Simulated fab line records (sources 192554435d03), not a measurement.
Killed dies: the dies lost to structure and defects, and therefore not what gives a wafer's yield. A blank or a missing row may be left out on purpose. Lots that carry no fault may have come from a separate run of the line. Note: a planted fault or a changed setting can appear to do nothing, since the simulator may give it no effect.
Matching of chambers -- flow n5 finfet -- 4 sister chambers for N5_BEOL_M15_ETCH_61 on rie diel-02
The step etches BARC in N2/H2, target depth 89 nm, overetch 26.7 nm, time 67.9 s. 4 wafers are shown with their chamber, then 7 later ones without.

## WAFERS PAIRED WITH THEIR CHAMBERS
wafer,chamber,showerhead plenum p Torr (Torr)
L085.3,0,2.57
L085.5,1,2.47
L093.1,2,2.58
L093.4,3,2.55

## WAFERS WITH NO CHAMBER GIVEN
wafer,showerhead plenum p Torr (Torr)
L093.5,2.55
L096.2,2.54
L096.4,2.58
L096.6,2.46
L094.1,2.46
L094.2,2.54
L094.4,2.57

## WHICH CHAMBER EACH ONE RAN IN
wafer,from the rows above,in truth
L093.5,3,3
L096.2,3,3
L096.4,can't be placed: 2 or 0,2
L096.6,1,1
L094.1,1,1
L094.2,3,3
L094.4,can't be placed: 0 or 2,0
Placed correctly: 5 of 7. From these rows, 2 cannot be placed; in 2 the true chamber is one of the candidates. Number placed wrongly: 0.
How it was worked out, from the rows above alone: a wafer's distance from a chamber is the root of the sum, over the readings, of the square of ((its reading less the chamber's mean) divided by the reading's scatter). The wafer belongs to the nearest chamber; if the next one is less than 2 further off, it can't be placed. A chamber's mean is the mean of its shown wafers. The scatter (one wafer shown for each chamber): square how far every hidden wafer sits from the nearest shown wafer, average those squares and take the square root.
